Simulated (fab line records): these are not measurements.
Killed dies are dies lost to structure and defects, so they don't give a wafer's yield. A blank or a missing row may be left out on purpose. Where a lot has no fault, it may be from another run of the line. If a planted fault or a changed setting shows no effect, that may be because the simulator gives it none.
fab line records	flow n5Finfet
record: lots: 13	wafers: 35	lastDay: 18
route steps=1938 shown BEOL_M13@1660 BEOL_M15@1830
lots untouched by any fault: they come from a run of this same line in which no faults occurred
startH: hours from the record's first day to the start of the lot's first wafer shown	waitH: hours since the lot's step before	" same as the row above	L1.1+2: one row covering several wafers at once	- no value, or no start was given	* or withheld: withheld	< > ~ a bound
route shown NAME@n: NAME is a module with steps in the file, n the number in the route of the first one	usual: mean/standard deviation of fault-free wafers	same: alike in all rows	chamber/n: place in a boat	sites: each site's reading	_std_site: standard deviation of those values	_edge_site: mean of outer sites minus mean of inner sites	radiusMm: how far each site lies from the wafer's centre	mask NAME#n: copy n	behind: tool/chamber where the wafer was last shaped	hold: why the lot was held/for how many hours/how that ended	device: names the non-switching transistor (n, p or np)	end of line: at the end of the route, the tests of the same wafers	a step with no rows: only its recipe	killed: dies lost to structure and defects at the first sort, not the wafer's yield	map: a wafer's dies, x killed, . not, _ none there
set.NAME: setting as actually run; set.NAME@STEP: the setting as run at that earlier step	model.NAME: the simulator's own value behind a step, which no gauge read
a sample of lots followed through the steps of the route, with each step as a table and each wafer as a row
services: the hour from which a tool's chamber was out of use, counted from the record's first day as startH (under 0 if before that day), plus the number of hours and why
== steps ==
step: N5_BEOL_M13_THK_MEAS_01
recipe: reads: SiOC_of_BEOL_M13_ILD_DEP_00
usual: M13_ILD_THK: 839/12
lot.wafer	tool	chamber	startH	waitH	M13_ILD_THK[nm]
L217.3	filmMetro-02	-	277.23	0.1	830
L217.4	"	-	"	"	846
L217.5	"	-	"	"	835
L218.3	filmMetro-01	-	278.16	0.1	814
L218.4	"	-	"	"	828
L218.6	"	-	"	"	855
L219.1	filmMetro-01	-	281.59	0.1	820
L219.2	"	-	"	"	833
L219.5	"	-	"	"	835
L222.1	filmMetro-01	-	281.88	0.1	847
L222.3	"	-	"	"	830
L224.1	filmMetro-01	-	294.09	0.1	819
L224.3	"	-	"	"	846
L224.6	"	-	"	"	837
L220.1	filmMetro-01	-	294.94	0.1	830
L220.3	"	-	"	"	827
L220.6	"	-	"	"	848
L223.4	filmMetro-01	-	298.40	0.0	857
L223.5	"	-	"	"	838
L221.1	filmMetro-01	-	318.57	0.1	815
L221.4	"	-	"	"	846
L221.5	"	-	"	"	833
L231.1	filmMetro-01	-	350.48	0.1	836
L231.2	"	-	"	"	828
L231.3	"	-	"	"	828
L230.3	filmMetro-02	-	351.99	0.1	830
L230.4	"	-	"	"	856
L230.5	"	-	"	"	856
L237.2	filmMetro-01	-	372.53	0.1	830
L237.4	"	-	"	"	864
L236.2	filmMetro-02	-	375.88	0.1	830
L236.6	"	-	"	"	842
L239.1	filmMetro-01	-	397.58	0.1	840
L239.3	"	-	"	"	830
L239.5	"	-	"	"	861
step: N5_BEOL_M13_OVL_MEAS_11
recipe: pointsPerWafer: 44
usual: V12_OVL: 1/4.8
lot.wafer	tool	chamber	startH	waitH	V12_OVL[nm]
L217.3	overlay-01	0	277.68	0.0	8
L217.4	"	0	"	"	-1
L217.5	"	0	"	"	5
L218.3	overlay-02	0	278.62	0.0	-5
L218.4	"	0	"	"	3
L218.6	"	0	"	"	0
L219.1	overlay-02	0	282.05	0.0	8
L219.2	"	0	"	"	10
L219.5	"	0	"	"	10
L222.1	overlay-01	0	282.34	0.0	0
L222.3	"	0	"	"	7
L224.1	overlay-02	0	294.42	0.0	-7
L224.3	"	0	"	"	-10
L224.6	"	0	"	"	-6
L220.1	overlay-02	0	295.27	0.0	1
L220.3	"	0	"	"	-6
L220.6	"	0	"	"	4
L223.4	overlay-01	0	298.73	0.0	0
L223.5	"	0	"	"	8
L221.1	overlay-01	0	319.03	0.0	-2
L221.4	"	0	"	"	-2
L221.5	"	0	"	"	-5
L231.1	overlay-02	0	350.93	0.0	-5
L231.2	"	0	"	"	-4
L231.3	"	0	"	"	-6
L230.3	overlay-01	0	352.47	0.0	-2
L230.4	"	0	"	"	-3
L230.5	"	0	"	"	-2
L237.2	overlay-01	0	372.86	0.0	1
L237.4	"	0	"	"	1
L236.2	overlay-02	0	376.21	0.0	2
L236.6	"	0	"	"	0
L239.1	overlay-02	0	397.91	0.0	1
L239.3	"	0	"	"	6
L239.5	"	0	"	"	-2
step: N5_BEOL_M13_EXPOSE_25
recipe: maskId: M13	na: 0.93	sourceShape: conventional	sigmaOuter: 0.4	polarization: unpolarized	targetCdNm: 210	doseMj: 22
usual: exposureDoseMJCm2: 21.995/0.021
same: sigmaOuter: 0.4
lot.wafer	tool	chamber	startH	waitH	mask	exposureDoseMJCm2
L217.3	krfScanner-01	0	278.44	-	M13#0	22.008
L217.4	"	0	"	"	M13#0	21.990
L217.5	"	0	"	"	M13#0	21.976
L218.3	krfScanner-02	0	279.74	-	M13#0	21.971
L218.4	"	0	"	"	M13#0	21.992
L218.6	"	0	"	"	M13#0	21.996
L219.1	krfScanner-01	0	283.05	-	M13#0	21.988
L219.2	"	0	"	"	M13#0	22.005
L219.5	"	0	"	"	M13#0	21.996
L222.1	krfScanner-02	0	283.48	-	M13#0	22.026
L222.3	"	0	"	"	M13#0	21.984
L224.1	krfScanner-01	0	295.17	-	M13#0	21.987
L224.3	"	0	"	"	M13#0	22.010
L224.6	"	0	"	"	M13#0	21.958
L220.1	krfScanner-01	0	296.26	-	M13#0	21.992
L220.3	"	0	"	"	M13#0	22.012
L220.6	"	0	"	"	M13#0	22.004
L223.4	krfScanner-01	0	300.40	-	M13#0	22.004
L223.5	"	0	"	"	M13#0	22.001
L221.1	krfScanner-02	0	319.90	-	M13#0	21.993
L221.4	"	0	"	"	M13#0	21.977
L221.5	"	0	"	"	M13#0	21.964
L231.1	krfScanner-01	0	351.69	-	M13#0	20.418
L231.2	"	0	"	"	M13#0	20.378
L231.3	"	0	"	"	M13#0	20.404
L230.3	krfScanner-01	0	353.22	-	M13#0	19.769
L230.4	"	0	"	"	M13#0	19.791
L230.5	"	0	"	"	M13#0	19.789
L237.2	krfScanner-02	0	374.02	-	M13#0	22.018
L237.4	"	0	"	"	M13#0	22.015
L236.2	krfScanner-02	0	376.96	-	M13#0	21.973
L236.6	"	0	"	"	M13#0	21.991
L239.1	krfScanner-02	0	399.19	-	M13#0	22.014
L239.3	"	0	"	"	M13#0	22.019
L239.5	"	0	"	"	M13#0	22.003
step: N5_BEOL_M13_CD_MEAS_28
recipe: targetCdNm: 209.5	landingEnergyEv: 500	detector: seInlens
usual: cdNm: 210.0/1.7
lot.wafer	tool	chamber	startH	waitH	cdNm
L217.3	cdSem-01	0	278.61	-	211.2
L217.4	"	0	"	"	210.4
L217.5	"	0	"	"	210.3
L218.3	cdSem-02	0	279.91	-	210.5
L218.4	"	0	"	"	211.1
L218.6	"	0	"	"	211.8
L219.1	cdSem-03	0	283.22	-	214.2
L219.2	"	0	"	"	213.8
L219.5	"	0	"	"	211.8
L222.1	cdSem-02	0	283.66	-	209.9
L222.3	"	0	"	"	211.1
L224.1	cdSem-01	0	295.34	-	208.2
L224.3	"	0	"	"	207.2
L224.6	"	0	"	"	210.1
L220.1	cdSem-02	0	296.43	-	210.1
L220.3	"	0	"	"	209.5
L220.6	"	0	"	"	210.8
L223.4	cdSem-03	0	300.55	-	210.6
L223.5	"	0	"	"	210.0
L221.1	cdSem-02	0	320.08	-	209.5
L221.4	"	0	"	"	211.5
L221.5	"	0	"	"	209.7
L231.1	cdSem-03	0	351.86	-	238.4
L231.2	"	0	"	"	240.4
L231.3	"	0	"	"	258.3
L230.3	cdSem-01	0	353.39	-	247.9
L230.4	"	0	"	"	251.8
L230.5	"	0	"	"	251.1
L237.2	cdSem-01	0	374.18	-	208.3
L237.4	"	0	"	"	207.8
L236.2	cdSem-03	0	377.13	-	210.1
L236.6	"	0	"	"	206.6
L239.1	cdSem-03	0	399.36	-	209.5
L239.3	"	0	"	"	209.5
L239.5	"	0	"	"	208.5
step: N5_BEOL_M13_OVL_MEAS_29
recipe: pointsPerWafer: 44
usual: M13_OVL: 1/6.1
lot.wafer	tool	chamber	startH	waitH	M13_OVL[nm]
L217.3	overlay-01	0	278.63	0.0	1
L217.4	"	0	"	"	8
L217.5	"	0	"	"	6
L218.3	overlay-01	0	279.93	0.0	-7
L218.4	"	0	"	"	5
L218.6	"	0	"	"	1
L219.1	overlay-02	0	283.25	0.0	-1
L219.2	"	0	"	"	9
L219.5	"	0	"	"	9
L222.1	overlay-02	0	283.69	0.0	-6
L222.3	"	0	"	"	2
L224.1	overlay-02	0	295.37	0.0	12
L224.3	"	0	"	"	8
L224.6	"	0	"	"	10
L220.1	overlay-01	0	296.46	0.0	3
L220.3	"	0	"	"	6
L220.6	"	0	"	"	2
L223.4	overlay-02	0	300.58	0.0	6
L223.5	"	0	"	"	15
L221.1	overlay-02	0	320.11	0.0	-7
L221.4	"	0	"	"	-7
L221.5	"	0	"	"	-7
L231.1	overlay-01	0	351.89	0.0	3
L231.2	"	0	"	"	0
L231.3	"	0	"	"	6
L230.3	overlay-02	0	353.41	0.0	6
L230.4	"	0	"	"	-1
L230.5	"	0	"	"	4
L237.2	overlay-01	0	374.21	0.0	-4
L237.4	"	0	"	"	3
L236.2	overlay-02	0	377.16	0.0	4
L236.6	"	0	"	"	-6
L239.1	overlay-02	0	399.39	0.0	-6
L239.3	"	0	"	"	-3
L239.5	"	0	"	"	0
step: N5_BEOL_M15_RC_MEAS_101
usual: COMB_M10: 1.6e-11/3.6e-12	COMB_M11: 1.5e-11/3e-12	COMB_M12: 6.5e-12/1.3e-12	COMB_M14: 3.5e-12/9.9e-13	COMB_M14_max_site: 5.1e-12/1.4e-12	COMB_M15: 2.5e-12/7.4e-13	COMB_M5: 3.7e-11/7e-12	COMB_M6: 2.5e-11/5e-12	COMB_M7: 2.6e-11/5.2e-12	COMB_M7_max_site: 3.6e-11/7.4e-12	COMB_M8: 2.6e-11/5.4e-12	COMB_M9: 1.5e-11/3.3e-12	SERP_M10: 3.07/0.076	SERP_M11: 3.10/0.095	SERP_M12: 0.634/0.015	SERP_M13: 0.308/0.0064	SERP_M13_max_site: 0.312/0.0066	SERP_M14: 0.160/0.0046	SERP_M5: 39.4/1.9	SERP_M6: 13.7/0.54	SERP_M6_max_site: 14.3/0.62	SERP_M7: 13.8/0.58	SERP_M8: 13.8/0.5	SERP_M9: 3.10/0.099
lot.wafer	tool	chamber	startH	waitH	COMB_M10[S/m]	COMB_M11[S/m]	COMB_M12[S/m]	COMB_M14[S/m]	COMB_M14_max_site[S/m]	COMB_M15[S/m]	COMB_M5[S/m]	COMB_M6[S/m]	COMB_M7[S/m]	COMB_M7_max_site[S/m]	COMB_M8[S/m]	COMB_M9[S/m]	SERP_M10[ohm/um]	SERP_M11[ohm/um]	SERP_M12[ohm/um]	SERP_M13[ohm/um]	SERP_M13_max_site[ohm/um]	SERP_M14[ohm/um]	SERP_M5[ohm/um]	SERP_M6[ohm/um]	SERP_M6_max_site[ohm/um]	SERP_M7[ohm/um]	SERP_M8[ohm/um]	SERP_M9[ohm/um]
L217.3	prober-02	0	301.49	0.3	1.5e-11	1.3e-11	5.7e-12	3.1e-12	4.9e-12	2.5e-12	3.5e-11	2.5e-11	2.5e-11	4.9e-11	2.3e-11	1.2e-11	3.03	2.94	0.620	0.298	0.301	0.158	40.7	14.0	14.3	13.4	13.9	3.02
L217.4	"	0	"	"	1.1e-11	1.3e-11	6e-12	2.5e-12	3.4e-12	3.4e-12	4e-11	3e-11	2.7e-11	4.2e-11	2.6e-11	1.2e-11	3.00	2.94	0.630	0.303	0.306	0.168	39.7	13.6	14.4	13.3	13.7	3.13
L217.5	"	0	"	"	1.6e-11	1.4e-11	5.1e-12	3.6e-12	4.4e-12	1.6e-12	3.9e-11	2.6e-11	2e-11	3.2e-11	2.3e-11	1.8e-11	2.97	2.97	0.625	0.314	0.316	0.165	39.9	13.5	14.8	13.3	14.3	3.29
L218.3	prober-02	0	303.65	0.3	1.5e-11	1.9e-11	7.1e-12	3.2e-12	4e-12	2.3e-12	3.2e-11	1.8e-11	1.8e-11	3.4e-11	2.9e-11	2.2e-11	3.04	3.17	0.650	0.313	0.316	0.164	42.8	13.0	13.3	13.4	13.9	3.07
L218.4	"	0	"	"	1.5e-11	1e-11	6.1e-12	2.2e-12	4.1e-12	2.1e-12	4e-11	2.9e-11	2.1e-11	3.6e-11	2.5e-11	1.9e-11	3.03	3.07	0.642	0.308	0.311	0.165	40.3	13.9	14.7	13.3	12.8	3.03
L218.6	"	0	"	"	1.4e-11	1.2e-11	7.9e-12	2.6e-12	3.5e-12	2e-12	3.2e-11	2.7e-11	2e-11	2.2e-11	2.6e-11	1.7e-11	3.17	3.10	0.642	0.309	0.312	0.157	39.2	13.8	14.4	14.7	14.0	3.01
L219.1	prober-01	0	304.10	0.5	1.3e-11	1e-11	6.9e-12	5.5e-12	8.7e-12	3.2e-12	4.3e-11	1.6e-11	3e-11	3.4e-11	2.1e-11	1.5e-11	3.05	3.09	0.631	0.303	0.305	0.155	38.9	13.5	14.1	13.8	12.9	3.11
L219.2	"	0	"	"	1.8e-11	1.2e-11	7e-12	5e-12	7.7e-12	3.6e-12	4.2e-11	2.2e-11	2.7e-11	4.1e-11	2.3e-11	1.6e-11	3.18	3.16	0.646	0.294	0.295	0.169	38.7	13.7	14.2	15.0	14.1	3.17
L219.5	"	0	"	"	1.4e-11	1.2e-11	7.8e-12	4.1e-12	5.8e-12	3.3e-12	6e-11	2.3e-11	4.6e-11	5.4e-11	2.7e-11	1.4e-11	3.02	3.08	0.637	0.307	0.313	0.155	37.8	13.6	14.1	13.9	13.1	3.16
L222.1	prober-01	0	306.35	0.0	1.3e-11	1.8e-11	7.4e-12	4e-12	5.2e-12	2.9e-12	4.1e-11	2.4e-11	3.3e-11	4.1e-11	2.9e-11	1.5e-11	2.98	3.11	0.626	0.302	0.305	0.156	37.9	13.8	14.2	13.6	13.8	3.13
L222.3	"	0	"	"	1.7e-11	1.1e-11	6.8e-12	4.2e-12	5e-12	2.7e-12	2.8e-11	1.8e-11	2.7e-11	3.7e-11	1.9e-11	1.3e-11	3.04	3.09	0.635	0.311	0.314	0.156	39.7	14.0	14.9	14.8	13.5	3.13
L220.1	prober-02	0	319.34	0.0	1.5e-11	1.1e-11	4.8e-12	2.5e-12	4.9e-12	1.2e-12	3.4e-11	1.8e-11	2.8e-11	3.7e-11	1.4e-11	1.3e-11	3.01	3.11	0.628	0.303	0.304	0.161	39.0	14.6	15.1	14.1	13.5	3.05
L220.3	"	0	"	"	1.3e-11	1.4e-11	6.9e-12	1.9e-12	2.9e-12	2.3e-12	4e-11	1.3e-11	2.7e-11	3.1e-11	2e-11	1.7e-11	3.17	3.10	0.637	0.302	0.306	0.160	42.3	14.1	14.8	13.7	14.4	3.06
L220.6	"	0	"	"	2.3e-11	1.1e-11	6.4e-12	1.7e-12	3.9e-12	1.8e-12	3e-11	1.8e-11	4e-11	4.6e-11	2.2e-11	1.8e-11	3.07	3.14	0.632	0.300	0.303	0.163	38.4	14.7	14.9	14.9	13.7	2.99
L224.1	prober-01	0	319.92	0.0	1.1e-11	1.6e-11	6.9e-12	4e-12	5.1e-12	2.5e-12	3.4e-11	3.3e-11	2.6e-11	3.6e-11	3.3e-11	1.7e-11	3.09	3.17	0.623	0.316	0.320	0.155	37.3	13.9	14.3	12.5	14.7	3.08
L224.3	"	0	"	"	1.5e-11	1.5e-11	6.1e-12	3.3e-12	4.2e-12	3e-12	3.9e-11	2.9e-11	2.1e-11	3.8e-11	2e-11	1.3e-11	3.00	3.07	0.640	0.315	0.318	0.153	42.4	13.9	14.4	13.9	13.4	3.02
L224.6	"	0	"	"	1.1e-11	1.7e-11	5e-12	4e-12	6e-12	4.2e-12	3.7e-11	2.7e-11	2.4e-11	3.2e-11	2.7e-11	9e-12	3.06	3.04	0.634	0.306	0.311	0.156	39.0	13.6	13.9	12.8	13.7	3.06
L223.4	prober-02	0	330.31	0.5	1.6e-11	1.6e-11	5.3e-12	2e-12	3.3e-12	1.5e-12	3.9e-11	2.8e-11	2.6e-11	4.7e-11	2.6e-11	1.9e-11	2.94	3.24	0.640	0.296	0.300	0.160	39.3	13.4	14.0	13.9	13.5	3.08
L223.5	"	0	"	"	2.1e-11	1.3e-11	5.4e-12	3e-12	4.6e-12	1.5e-12	3.4e-11	1.8e-11	2e-11	2.6e-11	2.8e-11	1.3e-11	3.08	3.01	0.639	0.298	0.302	0.162	42.7	12.9	13.3	14.2	13.3	3.07
L221.1	prober-02	0	341.95	0.0	9e-12	1.1e-11	5.9e-12	3.1e-12	4.8e-12	1.5e-12	4.3e-11	2.2e-11	3e-11	4.6e-11	2.2e-11	1.7e-11	3.12	2.94	0.651	0.307	0.310	0.155	40.9	13.6	14.1	13.8	14.0	3.19
L221.4	"	0	"	"	1.4e-11	1.3e-11	5.6e-12	2.7e-12	3.9e-12	2.4e-12	3.6e-11	2.2e-11	2.1e-11	3.6e-11	1.9e-11	1.4e-11	2.97	3.04	0.640	0.304	0.305	0.157	40.0	13.5	14.1	13.5	14.4	3.04
L221.5	"	0	"	"	1.4e-11	1.6e-11	7.1e-12	2e-12	2.8e-12	1.8e-12	3.2e-11	2e-11	3.1e-11	4.3e-11	1.4e-11	1.4e-11	3.13	2.91	0.640	0.310	0.315	0.154	38.1	12.9	13.5	13.9	13.8	3.16
L231.1	prober-01	0	372.36	0.0	1.9e-11	1.7e-11	5.8e-12	4e-12	5.8e-12	1.8e-12	3.4e-11	3e-11	2.9e-11	4.6e-11	2.6e-11	1.3e-11	3.30	3.25	0.633	0.255	0.258	0.158	38.8	14.1	14.6	12.6	13.1	3.21
L231.2	"	0	"	"	1.7e-11	1.4e-11	5e-12	2.7e-12	4e-12	2.8e-12	2.8e-11	2.5e-11	2.2e-11	3.4e-11	2e-11	1.8e-11	3.07	3.09	0.617	0.254	0.258	0.159	38.0	14.2	14.6	14.4	14.5	3.28
L237.2	prober-01	0	393.83	0.2	1.8e-11	1.1e-11	7e-12	4.8e-12	5.2e-12	2.4e-12	3.5e-11	2.6e-11	1.8e-11	2.7e-11	3.3e-11	1.4e-11	3.04	2.90	0.626	0.304	0.306	0.155	40.2	14.3	14.5	15.1	14.0	3.25
L237.4	"	0	"	"	1.4e-11	1.6e-11	6.6e-12	5e-12	5.6e-12	3.4e-12	2.8e-11	3.5e-11	2.8e-11	3.1e-11	1.9e-11	1.5e-11	2.98	3.01	0.633	0.302	0.304	0.159	40.3	15.1	15.9	14.0	13.1	3.13
L236.2	prober-02	0	397.12	0.2	8e-12	1.3e-11	6.8e-12	2.9e-12	6.7e-12	2.2e-12	3.6e-11	3.2e-11	1.8e-11	4.2e-11	3.3e-11	1.7e-11	2.96	3.10	0.637	0.301	0.302	0.154	38.0	14.4	14.9	14.1	13.3	3.14
L236.6	"	0	"	"	1e-11	1.3e-11	6.7e-12	4.3e-12	5.3e-12	2.3e-12	2.5e-11	3.3e-11	2.6e-11	4e-11	2.9e-11	1.3e-11	2.94	3.05	0.662	0.324	0.328	0.157	36.8	14.1	14.6	13.9	13.6	3.08
L239.1	prober-02	0	420.95	0.0	1.1e-11	1.9e-11	5.7e-12	3.9e-12	6.1e-12	3.7e-12	3.7e-11	2.5e-11	2.1e-11	3.1e-11	2.7e-11	1.1e-11	3.02	2.98	0.606	0.306	0.307	0.163	47.3	13.4	14.0	14.5	14.0	3.14
L239.3	"	0	"	"	1.4e-11	2e-11	6.7e-12	3.1e-12	5.1e-12	2.8e-12	3.1e-11	2e-11	2.7e-11	3.8e-11	2.4e-11	1.3e-11	3.03	2.98	0.619	0.313	0.315	0.162	40.4	15.3	16.4	14.0	13.8	3.15
L239.5	"	0	"	"	1.6e-11	1.7e-11	6.9e-12	3.2e-12	4.7e-12	2.9e-12	3.4e-11	2.2e-11	2.4e-11	4.8e-11	2.5e-11	1.1e-11	3.09	3.27	0.612	0.308	0.312	0.162	40.9	14.5	15.1	14.2	14.5	3.15
sites SERP_M13 radiusMm=0,75,75,75,75,140,140,140,140
L217.3 0.295 0.298 0.296 0.298 0.298 0.298 0.298 0.300 0.301
L218.3 0.308 0.309 0.315 0.311 0.312 0.314 0.316 0.313 0.314
L219.1 0.300 0.303 0.304 0.304 0.299 0.305 0.303 0.302 0.304
L222.1 0.302 0.299 0.302 0.303 0.302 0.301 0.305 0.301 0.304
L220.1 0.302 0.299 0.303 0.303 0.303 0.303 0.304 0.303 0.302
L224.1 0.314 0.319 0.320 0.318 0.316 0.312 0.316 0.314 0.316
L223.4 0.296 0.297 0.298 0.300 0.298 0.295 0.295 0.294 0.292
L221.1 0.308 0.305 0.304 0.307 0.308 0.309 0.306 0.310 0.305
L231.1 0.255 0.256 0.255 0.258 0.257 0.255 0.254 0.256 0.254
L237.2 0.300 0.303 0.304 0.302 0.306 0.304 0.305 0.305 0.304
L236.2 0.301 0.302 0.302 0.299 0.302 0.302 0.301 0.299 0.298
L239.1 0.307 0.307 0.307 0.306 0.304 0.304 0.306 0.306 0.307
== services ==
tool	chamber	startH	hours	kind
krfScanner-02	-	270.27	4.4	pm
krfScanner-02	-	292.30	4.4	pm
krfScanner-02	-	298.53	0.8	pm
krfScanner-02	0	308.97	-	calibration
krfScanner-01	-	313.61	0.8	pm
krfScanner-02	-	363.18	1.0	pm
krfScanner-01	-	366.50	1.3	pm
krfScanner-02	-	382.70	1.2	repair
krfScanner-02	-	383.93	1.3	pm
krfScanner-01	0	389.11	-	calibration
== key ==
firstSign: step: N5_BEOL_M13_EXPOSE_25	reading: exposureDoseMJCm2	direction: down	sigmas: 92	usual: 21.995	struck: 20.092
effect: step: N5_BEOL_M13_CD_MEAS_28	reading: cdNm	direction: up	sigmas: 22	usual: 210.0	struck: 248.0	through: controlLoop
effect: step: N5_BEOL_M15_RC_MEAS_101	reading: SERP_M13	direction: down	sigmas: 8.4	usual: 0.308	struck: 0.255
metAt N5_BEOL_M13_EXPOSE_25
struckLots L230,L231
laterRowsLeftOut L230.3,L230.4,L230.5,L231.3
sortLeftOut L230.3,L230.4,L230.5,L231.1,L231.2,L231.3
loopTrim: step: N5_BEOL_M13_EXPOSE_25	setting: dose	lots: L230,L231
notActingAt N5_BEOL_M13_THK_MEAS_01,N5_BEOL_M13_OVL_MEAS_11,N5_BEOL_M13_OVL_MEAS_29
onsetBetween 300.40 351.69
fault: kind: processParameterDrift	tool: krfScanner-01	chamber: -	onsetH: 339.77	steps: N5_BEOL_M13_EXPOSE_25	channel: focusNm	offset: 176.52	spreadByWafer: 0.3	shape: step	endH: 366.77
sortLeftOut: the simulated sort isn't trusted on such a fault, so these wafers' sort isn't shown, and their yield isn't known
laterRowsLeftOut: the simulator's readings of these wafers behind a module that went badly wrong aren't trusted and aren't shown, but for the sort
loopTrim: a control loop set the setting to another value than it would have without faults
